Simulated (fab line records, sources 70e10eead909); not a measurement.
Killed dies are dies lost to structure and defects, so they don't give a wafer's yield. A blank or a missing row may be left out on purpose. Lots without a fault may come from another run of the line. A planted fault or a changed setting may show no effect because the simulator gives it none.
fab line records | flow nand_harc | part 1 of 2: steps 1 to 25 of 38
record lots=5 wafers=15 last_day=30
route steps=1302 shown P_STI@81 P_GATE@110
lots that met no fault: from a run of the same line without faults
start_h: hours from the record's first day to the start of the lot's first wafer shown | wait_h: hours since the lot's step before | " the same as in the row above | L1.1+2: a row that stands for several wafers | - no value, or no start given | * or withheld: withheld | < > ~ a bound
route shown NAME@n: a module of which the file shows steps, and the number in the route of the first | usual: mean/standard deviation of fault-free wafers | same: alike in all rows | chamber/n: place in a boat | sites: the reading at each site | _std_site: their standard deviation | _edge_site: outer sites' mean less inner sites' | radius_mm: how far each site lies from the wafer's centre | mask NAME#n: copy n | behind: the tool/chamber that last shaped the wafer | hold: why the lot was held/for how many hours/how that ended | device: the transistor (n, p or np) that didn't switch | end of line: the same wafers' tests at the end of the route | a step without rows: its recipe alone | killed: dies lost to structure and defects at the first sort, not the wafer's yield | map: a wafer's dies, x killed, . not, _ none there
set.NAME: the setting as run; set.NAME@STEP: as run at that earlier step | model.NAME: the simulator's own value behind a step, which no gauge read
lots at some steps of the route; a table a step, a row a wafer
services: from which hour (start_h, from the record's first day; less than 0 if before it) a tool's chamber was out of use, for how many hours, and why
## steps
# step NHARC_P_STI_PEB_07
# recipe peb_temp_c=128 peb_time_s=80
# usual exhaust_pa=45.0/0.92
# columns lot.wafer tool chamber start_h wait_h exhaust_pa
L078.2 litho_track-05 0 82.40 0.1 46.6
L078.3 " 0 " " 46.0
L078.6 " 0 " " 46.6
L080.1 litho_track-07 0 102.45 0.1 43.8
L080.2 " 0 " " 43.1
L080.4 " 0 " " 44.3
L082.2 litho_track-07 0 125.43 0.1 46.5
L082.3 " 0 " " 45.3
L082.5 " 0 " " 45.6
L086.2 litho_track-05 0 164.24 0.1 45.2
L086.5 " 0 " " 45.2
L086.6 " 0 " " 43.3
L089.1 litho_track-05 0 195.96 0.1 44.3
L089.2 " 0 " " 44.3
L089.3 " 0 " " 44.0
# step NHARC_P_STI_DEVELOP_08
# recipe time_s=50 dev_temp_c=22
# usual exhaust_pa=44.9/0.83
# columns lot.wafer tool chamber start_h wait_h exhaust_pa
L078.2 litho_track-05 0 - - 45.4
L078.3 " 0 " " 45.4
L078.6 " 0 " " 44.3
L080.1 litho_track-07 0 - - 45.2
L080.2 " 0 " " 44.9
L080.4 " 0 " " 43.3
L082.2 litho_track-07 0 - - 44.5
L082.3 " 0 " " 44.0
L082.5 " 0 " " 43.7
L086.2 litho_track-05 0 - - 46.0
L086.5 " 0 " " 44.9
L086.6 " 0 " " 44.8
L089.1 litho_track-05 0 - - 44.8
L089.2 " 0 " " 46.6
L089.3 " 0 " " 45.4
# step NHARC_P_STI_CD_MEAS_09
# recipe target_cd_nm=200 landing_energy_ev=500
# usual cd_nm=200.5/2.3
# columns lot.wafer tool chamber start_h wait_h cd_nm
L078.2 cd_sem-01 0 82.49 - 199.2
L078.3 " 0 " " 200.3
L078.6 " 0 " " 202.0
L080.1 cd_sem-01 0 102.54 - 198.0
L080.2 " 0 " " 202.1
L080.4 " 0 " " 199.5
L082.2 cd_sem-01 0 125.51 - 203.5
L082.3 " 0 " " 201.8
L082.5 " 0 " " 201.7
L086.2 cd_sem-01 0 164.32 - 203.1
L086.5 " 0 " " 201.7
L086.6 " 0 " " 203.4
L089.1 cd_sem-02 0 196.05 - 201.7
L089.2 " 0 " " 199.7
L089.3 " 0 " " 202.2
# step NHARC_P_STI_OVL_MEAS_10
# usual overlay_x_nm=2/6.2 overlay_y_nm=-2/6.3
# columns lot.wafer tool chamber start_h wait_h overlay_x_nm overlay_y_nm
L078.2 overlay-01 - 82.58 - 0 -3
L078.3 " - " " -1 -2
L078.6 " - " " 0 -2
L080.1 overlay-02 - 102.62 - 1 -7
L080.2 " - " " 1 -7
L080.4 " - " " 1 -7
L082.2 overlay-02 - 125.60 - 11 2
L082.3 " - " " 12 2
L082.5 " - " " 12 2
L086.2 overlay-01 - 164.41 - 4 6
L086.5 " - " " 4 6
L086.6 " - " " 3 5
L089.1 overlay-02 - 196.14 - -5 -1
L089.2 " - " " -6 0
L089.3 " - " " -6 -1
# step NHARC_P_STI_INSPECT_11
# usual raw_defect_count=5.5/2.6
# columns lot.wafer tool chamber start_h wait_h raw_defect_count
L078.2 defect_inspect-01 - 82.61 0.0 5
L078.3 " - " " 3
L078.6 " - " " 5
L080.1 defect_inspect-01 - 102.66 0.0 3
L080.2 " - " " 1
L080.4 " - " " 3
L082.2 defect_inspect-01 - 125.64 0.0 6
L082.3 " - " " 6
L082.5 " - " " 4
L086.2 defect_inspect-01 - 164.44 0.0 3
L086.5 " - " " 5
L086.6 " - " " 5
L089.1 defect_inspect-02 - 196.17 0.0 6
L089.2 " - " " 7
L089.3 " - " " 5
# step NHARC_P_STI_HARDBAKE_13
# recipe temp_c=118 time_s=65
# usual exhaust_pa=44.8/0.92
# columns lot.wafer tool chamber start_h wait_h exhaust_pa
L078.2 litho_track-05 0 82.67 0.1 44.1
L078.3 " 0 " " 43.5
L078.6 " 0 " " 43.4
L080.1 litho_track-07 0 102.72 0.1 43.5
L080.2 " 0 " " 43.1
L080.4 " 0 " " 42.7
L082.2 litho_track-07 0 125.70 0.1 46.4
L082.3 " 0 " " 45.2
L082.5 " 0 " " 45.6
L086.2 litho_track-03 0 164.50 0.1 46.0
L086.5 " 0 " " 45.6
L086.6 " 0 " " 45.7
L089.1 litho_track-07 0 196.23 0.1 45.5
L089.2 " 0 " " 46.6
L089.3 " 0 " " 44.5
# step NHARC_P_STI_DESCUM_14
# recipe time_s=3 o2_flow_sccm=200 ar_flow_sccm=0 bias_power_w=0 chemistry=O2
# usual drypump_motor_current_A=5.7/0.44 o2_flow_sccm=199.9/0.66 oes_product_au=1.002/0.011 rf_vpp_V=57.7/0.85 showerhead_plenum_p_Torr=1.91/0.086 throttle_valve_pct=11.310/0.0082
# columns lot.wafer tool chamber start_h wait_h drypump_motor_current_A o2_flow_sccm oes_product_au rf_hours_counter_h rf_vpp_V showerhead_plenum_p_Torr throttle_valve_pct
L078.2 rie_diel-08 3 82.75 - 5.0 200.9 1.009 2.6 58.9 1.95 11.304
L078.3 " 1 " " 5.9 198.5 0.998 2.9 57.4 1.89 11.300
L078.6 " 0 " " 5.1 199.8 0.981 - 56.2 1.86 11.314
L080.1 rie_diel-04 0 102.80 - 5.8 199.9 1.000 7.4 56.9 1.80 11.313
L080.4 " 1 " " 5.7 199.9 1.002 7.1 57.0 1.92 11.302
L080.2 " 3 " " 6.3 199.5 1.005 8.7 56.5 1.81 11.297
L082.3 rie_diel-04 1 125.77 - 5.7 199.7 1.002 10.1 56.6 1.92 11.324
L082.2 " 0 " " 5.8 200.4 0.987 10.4 56.6 1.80 11.319
L082.5 " 1 " " 5.7 200.0 0.985 - 59.3 1.92 11.309
L086.2 rie_diel-08 0 164.61 - 5.1 200.1 0.991 7.6 56.6 1.86 11.314
L086.6 " 1 " " 5.9 199.6 1.002 - 57.0 1.89 11.308
L086.5 " 2 " " 6.3 199.3 1.002 - 57.7 2.01 11.303
L089.2 rie_diel-07 0 196.31 - 5.6 199.4 1.008 4.2 59.0 2.04 11.304
L089.3 " 1 " " 6.2 199.5 1.007 4.2 58.0 1.83 11.306
L089.1 " 2 " " 6.5 198.4 1.010 3.7 57.8 1.90 11.305
# step NHARC_P_STI_ETCH_42
# recipe target_depth_a=800 overetch_a=240 time_s=61 ion_energy_ev=200 n2_flow_sccm=150 h2_flow_sccm=150 ar_flow_sccm=0 rf_w=400 bias_w=150 chemistry=N2/H2
# usual drypump_motor_current_A=5.8/0.46 oes_product_au=1.002/0.011 rf_vpp_V=430.2/2.6 showerhead_plenum_p_Torr=2.03/0.091 throttle_valve_pct=14.172/0.0086
# columns lot.wafer tool chamber start_h wait_h drypump_motor_current_A oes_product_au rf_hours_counter_h rf_vpp_V showerhead_plenum_p_Torr throttle_valve_pct
L078.3 rie_diel-08 0 82.84 0.1 5.1 0.989 2.5 428.6 1.98 14.153
L078.2 " 1 " " 5.9 0.989 2.9 430.1 2.01 14.184
L078.6 " 0 " " 5.1 0.989 - 429.4 1.98 14.180
L080.2 rie_diel-04 0 102.88 0.1 5.8 0.995 7.5 426.6 1.92 14.170
L080.1 " 2 " " 5.5 0.985 7.8 432.8 2.14 14.176
L080.4 " 3 " " 6.3 0.999 8.7 426.5 1.92 14.174
L082.2 rie_diel-04 2 125.86 0.1 5.5 0.982 10.1 434.5 2.14 14.168
L082.3 " 0 " " 5.7 0.998 10.4 427.6 1.91 14.170
L082.5 " 2 " " 5.5 0.991 - 432.1 2.14 14.182
L086.2 rie_diel-08 1 164.68 0.1 5.9 0.999 7.7 427.7 2.01 14.173
L086.5 " 2 " " 6.3 0.999 - 432.9 2.15 14.175
L086.6 " 3 " " 5.0 1.007 - 432.6 2.07 14.187
L089.2 rie_diel-07 2 196.40 0.1 6.5 0.996 3.7 430.5 2.02 14.165
L089.3 " 3 " " 5.6 1.018 3.8 427.5 1.92 14.170
L089.1 " 0 " " 5.6 1.018 4.3 434.0 2.18 14.176
# step NHARC_P_STI_ETCH_31
# recipe target_depth_a=1089 time_s=54.5 cf4_flow_sccm=100 chf3_flow_sccm=30 ar_flow_sccm=0 rf_w=500 bias_w=200 chemistry=CF4/CHF3
# usual drypump_motor_current_A=5.8/0.46 oes_product_au=0.963/0.019 rf_vpp_V=370.0/2.2 showerhead_plenum_p_Torr=1.56/0.062 throttle_valve_pct=16.802/0.009
# columns lot.wafer tool chamber start_h wait_h drypump_motor_current_A oes_product_au rf_hours_counter_h rf_vpp_V showerhead_plenum_p_Torr throttle_valve_pct
L078.2 rie_diel-08 1 - - 5.9 0.957 2.9 370.3 1.55 16.806
L078.3 " 2 " " 6.4 0.955 3.1 373.3 1.65 16.790
L078.6 " 3 " " 5.0 0.956 - 371.8 1.60 16.809
L080.1 rie_diel-04 2 - - 5.5 0.976 7.8 372.1 1.64 16.794
L080.2 " 3 " " 6.3 0.971 8.8 368.2 1.49 16.803
L080.4 " 0 " " 5.8 0.959 7.5 368.1 1.49 16.814
L082.2 rie_diel-04 3 - - 6.3 0.981 11.9 366.0 1.49 16.794
L082.3 " 0 " " 5.8 0.973 10.4 367.3 1.49 16.787
L082.5 " 3 " " 6.3 0.983 - 368.3 1.49 16.802
L086.2 rie_diel-08 2 - - 6.3 0.969 7.1 373.5 1.65 16.807
L086.6 " 1 " " 5.9 0.957 - 371.1 1.55 16.810
L086.5 " 2 " " 6.4 0.955 - 373.7 1.65 16.816
L089.1 rie_diel-07 2 - - 6.5 0.976 3.8 371.4 1.56 16.790
L089.3 " 0 " " 5.6 0.983 4.3 373.7 1.67 16.798
L089.2 " 1 " " 6.2 0.975 4.2 369.8 1.51 16.794
# step NHARC_P_STI_ETCH_15
# recipe target_depth_a=3000 taper_deg=4 time_s=100.1 hbr_flow_sccm=150 cl2_flow_sccm=50 rf_w=400 icp_w=400 bias_w=100 chemistry=HBr/Cl2
# usual drypump_motor_current_A=5.7/0.47 oes_product_au=1.002/0.01 throttle_valve_pct=26.406/0.0084
# columns lot.wafer tool chamber start_h wait_h drypump_motor_current_A oes_product_au rf_hours_counter_h throttle_valve_pct
L078.2 rie_si-04 1 83.04 - 5.2 1.003 0.5 26.396
L078.3 " 3 " " 6.0 0.980 0.7 26.413
L078.6 " 0 " " 5.3 1.003 - 26.408
L080.4 rie_si-04 2 103.07 - 5.1 1.012 0.8 26.405
L080.2 " 0 " " 5.3 0.993 0.8 26.411
L080.1 " 1 " " 5.2 0.990 0.7 26.405
L082.2 rie_si-04 1 126.07 - 5.2 0.999 0.8 26.401
L082.3 " 3 " " 6.0 0.978 1.0 26.411
L082.5 " 1 " " 5.2 0.999 - 26.401
L086.2 rie_si-02 0 164.89 - 5.4 0.995 0.3 26.388
L086.6 " 2 " " 6.0 1.000 - 26.416
L086.5 " 3 " " 5.9 0.997 - 26.400
L089.3 rie_si-02 0 196.58 - 5.4 1.000 0.5 26.424
L089.2 " 1 " " 6.4 0.986 0.5 26.397
L089.1 " 2 " " 6.0 0.993 0.5 26.399
# step NHARC_P_STI_CD_MEAS_16
# usual cd_nm=200.3/2.6
# columns lot.wafer tool chamber start_h wait_h cd_nm
L078.2 cd_sem-03 - 83.19 - 198.5
L078.3 " - " " 201.6
L078.6 " - " " 201.5
L080.1 cd_sem-02 - 103.23 - 198.5
L080.2 " - " " 202.9
L080.4 " - " " 198.3
L082.2 cd_sem-03 - 126.22 - 205.0
L082.3 " - " " 202.5
L082.5 " - " " 202.8
L086.2 cd_sem-02 - 165.02 - 202.3
L086.5 " - " " 199.8
L086.6 " - " " 203.6
L089.1 cd_sem-03 - 196.74 - 199.6
L089.2 " - " " 199.4
L089.3 " - " " 202.3
# step NHARC_P_STI_OCD_MEAS_17
# usual trench_depth_nm=301/4.4 trench_foot_cd_nm=158.4/2.4
# columns lot.wafer tool chamber start_h wait_h trench_depth_nm trench_foot_cd_nm
L078.2 ocd-02 - 83.27 0.1 301 156.5
L078.3 " - " " 296 158.8
L078.6 " - " " 300 160.0
L080.1 ocd-01 - 103.32 0.1 295 157.0
L080.2 " - " " 296 160.4
L080.4 " - " " 303 156.8
L082.2 ocd-01 - 126.31 0.1 299 161.6
L082.3 " - " " 291 160.8
L082.5 " - " " 301 159.3
L086.2 ocd-02 - 165.11 0.1 302 161.0
L086.5 " - " " 295 160.6
L086.6 " - " " 301 161.2
L089.1 ocd-01 - 196.83 0.1 299 159.4
L089.2 " - " " 294 158.2
L089.3 " - " " 299 160.2
# step NHARC_P_STI_STRIP_19
# recipe time_s=900 temp_c=130 chemistry=SPM
# usual bath_guard_temp_C=130.0/0.56
# columns lot.wafer tool chamber start_h wait_h bath_guard_temp_C
L078.6 wet_bench-09 5 83.33 0.0 129.7
L078.3 " 6 " " 130.4
L078.2 " 0 " " 129.2
L080.4 wet_bench-03 4 103.38 0.0 130.2
L080.1 " 6 " " 130.8
L080.2 " 1 " " 130.2
L082.2 wet_bench-09 3 126.36 0.1 130.4
L082.5 " 6 " " 130.4
L082.3 " 0 " " 129.6
L086.6 wet_bench-03 2 165.16 0.0 129.4
L086.5 " 4 " " 130.4
L086.2 " 7 " " 129.0
L089.1 wet_bench-04 3 196.90 0.1 130.3
L089.2 " 6 " " 130.7
L089.3 " 7 " " 129.4
# step NHARC_P_STI_PRECLEAN_32
# recipe time_s=* temp_c=50 bath_age_min=0 chemistry=SC1
# usual bath_guard_temp_C=50.0/0.52
# columns lot.wafer tool chamber start_h wait_h bath_guard_temp_C
L078.6 wet_bench-09 5 - - 49.9
L078.3 " 6 " " 50.9
L078.2 " 0 " " 49.4
L080.4 wet_bench-03 4 - - 50.3
L080.1 " 6 " " 50.5
L080.2 " 1 " " 49.9
L082.2 wet_bench-09 3 - - 50.1
L082.5 " 6 " " 50.3
L082.3 " 0 " " 49.1
L086.6 wet_bench-03 2 - - 49.4
L086.5 " 4 " " 50.3
L086.2 " 7 " " 49.1
L089.1 wet_bench-04 3 - - 49.9
L089.2 " 6 " " 50.6
L089.3 " 7 " " 49.5
# step NHARC_P_STI_SRD_23
# columns lot.wafer tool chamber start_h wait_h
L078.6+3+2 wet_bench-09 5,6,0 - -
L080.4+1+2 wet_bench-03 4,6,1 - -
L082.2+5+3 wet_bench-09 3,6,0 - -
L086.6+5+2 wet_bench-03 2,4,7 - -
L089.1+2+3 wet_bench-04 3,6,7 - -
# step NHARC_P_STI_OCD_MEAS_43
# usual trench_depth_nm=302/4.4 trench_foot_cd_nm=158.4/2.4
# columns lot.wafer tool chamber start_h wait_h trench_depth_nm trench_foot_cd_nm
L078.2 ocd-01 - 83.79 - 301 157.2
L078.3 " - " " 296 159.7
L078.6 " - " " 301 160.1
L080.1 ocd-01 - 103.83 - 295 157.6
L080.2 " - " " 296 160.7
L080.4 " - " " 303 157.2
L082.2 ocd-02 - 126.82 - 300 162.1
L082.3 " - " " 290 161.3
L082.5 " - " " 301 159.8
L086.2 ocd-01 - 165.61 - 301 161.5
L086.5 " - " " 295 160.1
L086.6 " - " " 300 161.1
L089.1 ocd-02 - 197.34 - 299 160.1
L089.2 " - " " 294 158.2
L089.3 " - " " 299 160.5
# step NHARC_P_STI_OXIDE_33
# recipe target_thk_a=100 temp_c=1000 ox_time_s=281 material=SiO2
# usual spike_tc_centre_C=1000.1/1.4
# columns lot.wafer tool chamber start_h wait_h spike_tc_centre_C
L078.2 furnace-01 0 86.98 3.2 1001.2
L078.3 " 0 " " 999.6
L078.6 " 0 " " 1000.3
L080.1 furnace-01 0 108.66 4.8 1001.5
L080.2 " 0 " " 1000.2
L080.4 " 0 " " 1001.7
L082.2 furnace-07 0 131.55 4.7 999.4
L082.3 " 0 " " 1000.2
L082.5 " 0 " " 1000.1
L086.2 furnace-07 0 169.30 3.7 997.8
L086.5 " 0 " " 1000.1
L086.6 " 0 " " 999.7
L089.1 furnace-01 0 201.34 4.0 1000.1
L089.2 " 0 " " 1001.1
L089.3 " 0 " " 1001.4
# step NHARC_P_STI_HDPCVD_20
# recipe target_thk_a=withheld sigma_open_frac=withheld material=SiO2
# columns lot.wafer tool chamber start_h wait_h
L078.2+3+6 hdpcvd-01 0,0,1 91.79 0.5
L080.1+2+4 hdpcvd-01 0,1,1 113.41 0.4
L082.2+3+5 hdpcvd-01 0 136.25 0.4
L086.2+5+6 hdpcvd-01 0,1,0 174.06 0.5
L089.1+2+3 hdpcvd-01 0,1,0 206.05 0.4
# step NHARC_P_STI_ANNEAL_34
# recipe temp_c=1000 time_s=1800
# usual spike_tc_centre_C=1000.1/1.4
# columns lot.wafer tool chamber start_h wait_h spike_tc_centre_C
L078.2 furnace-01 0 95.46 3.6 1001.3
L078.3 " 0 " " 999.3
L078.6 " 0 " " 1001.5
L080.1 furnace-01 0 117.15 3.7 1001.4
L080.2 " 0 " " 1000.2
L080.4 " 0 " " 1001.8
L082.2 furnace-04 0 140.06 3.7 999.2
L082.3 " 0 " " 1001.3
L082.5 " 0 " " 1000.7
L086.2 furnace-04 0 177.52 3.4 1000.4
L086.5 " 0 " " 1000.2
L086.6 " 0 " " 1000.4
L089.1 furnace-07 0 210.29 4.2 996.9
L089.2 " 0 " " 997.6
L089.3 " 0 " " 1000.0
# step NHARC_P_STI_CMP_21
# recipe t_overpolish_s=20 target_thk_nm=380.67
# usual motor_current_A=11.4/1 overpolish_run_s=20.000/0.01 pad_life_wafers=151/110
# columns lot.wafer tool chamber start_h wait_h motor_current_A overpolish_run_s pad_life_wafers
L078.2 cmp-04 1 100.29 0.4 11.0 19.994 354
L078.3 " 0 " " 12.7 19.996 357
L078.6 " 1 " " 11.5 19.999 -
L080.4 cmp-03 0 122.09 0.4 9.8 20.012 216
L080.1 " 1 " " 11.7 19.998 217
L080.2 " 3 " " 10.2 20.009 219
L082.3 cmp-01 1 144.93 0.4 11.9 19.993 192
L082.2 " 2 " " 11.1 19.977 193
L082.5 " 1 " " 11.5 20.005 -
L086.2 cmp-03 3 182.43 0.4 10.0 19.989 74
L086.5 " 1 " " 12.2 19.997 -
L086.6 " 2 " " 12.1 19.998 -
L089.3 cmp-04 2 215.14 0.4 12.8 19.998 6
L089.1 " 3 " " 11.3 19.985 7
L089.2 " 1 " " 10.8 19.983 9
# step NHARC_P_STI_SRD_35
# columns lot.wafer tool chamber start_h wait_h
L078.6+3+2 wet_bench-03 2,5,6 100.59 0.0
L080.1+4+2 wet_bench-03 7,2,3 122.40 0.0
L082.3+5+2 wet_bench-03 7,1,3 145.23 0.0
L086.2+6+5 wet_bench-04 7,0,1 182.69 0.0
L089.1+2+3 wet_bench-04 3,4,5 215.45 0.0
# step NHARC_P_STI_ETCH_36
# recipe target_depth_a=388 chemistry=dHF material=SiO2
# columns lot.wafer tool chamber start_h wait_h
L078.6+3+2 wet_bench-03 2,5,6 100.62 0.0
L080.1+4+2 wet_bench-03 7,2,3 122.42 0.0
L082.3+5+2 wet_bench-03 7,1,3 145.26 0.0
L086.2+6+5 wet_bench-04 7,0,1 182.71 0.0
L089.1+2+3 wet_bench-04 3,4,5 215.47 0.0
# step NHARC_P_STI_STRIP_24
# recipe temp_c=160 chemistry=H3PO4 material=Si3N4
# usual bath_guard_temp_C=159.9/0.56
# columns lot.wafer tool chamber start_h wait_h bath_guard_temp_C
L078.6 wet_bench-03 2 100.63 0.0 159.5
L078.3 " 5 " " 160.5
L078.2 " 6 " " 161.0
L080.1 wet_bench-03 7 122.43 0.0 159.1
L080.4 " 2 " " 159.1
L080.2 " 3 " " 160.0
L082.3 wet_bench-03 7 145.27 0.0 159.0
L082.5 " 1 " " 160.1
L082.2 " 3 " " 160.6
L086.2 wet_bench-04 7 182.73 0.0 159.4
L086.6 " 0 " " 159.5
L086.5 " 1 " " 160.5
L089.1 wet_bench-04 3 215.49 0.0 160.2
L089.2 " 4 " " 158.7
L089.3 " 5 " " 160.1
# step NHARC_P_STI_ETCH_37
# recipe target_depth_a=110 chemistry=dHF material=SiO2
# columns lot.wafer tool chamber start_h wait_h
L078.6+3+2 wet_bench-03 2,5,6 - -
L080.1+4+2 wet_bench-03 7,2,3 - -
L082.3+5+2 wet_bench-03 7,1,3 - -
L086.2+6+5 wet_bench-04 7,0,1 - -
L089.1+2+3 wet_bench-04 3,4,5 - -
# step NHARC_P_STI_PRECLEAN_38
# recipe time_s=* temp_c=50 bath_age_min=0 chemistry=SC1
# usual bath_guard_temp_C=49.9/0.56
# columns lot.wafer tool chamber start_h wait_h bath_guard_temp_C
L078.6 wet_bench-03 2 - - 49.4
L078.3 " 5 " " 50.6
L078.2 " 6 " " 50.6
L080.1 wet_bench-03 7 - - 48.8
L080.4 " 2 " " 48.9
L080.2 " 3 " " 50.3
L082.3 wet_bench-03 7 - - 48.6
L082.5 " 1 " " 49.7
L082.2 " 3 " " 50.7
L086.2 wet_bench-04 7 - - 49.6
L086.6 " 0 " " 49.6
L086.5 " 1 " " 50.3
L089.1 wet_bench-04 3 - - 50.3
L089.2 " 4 " " 49.3
L089.3 " 5 " " 49.9
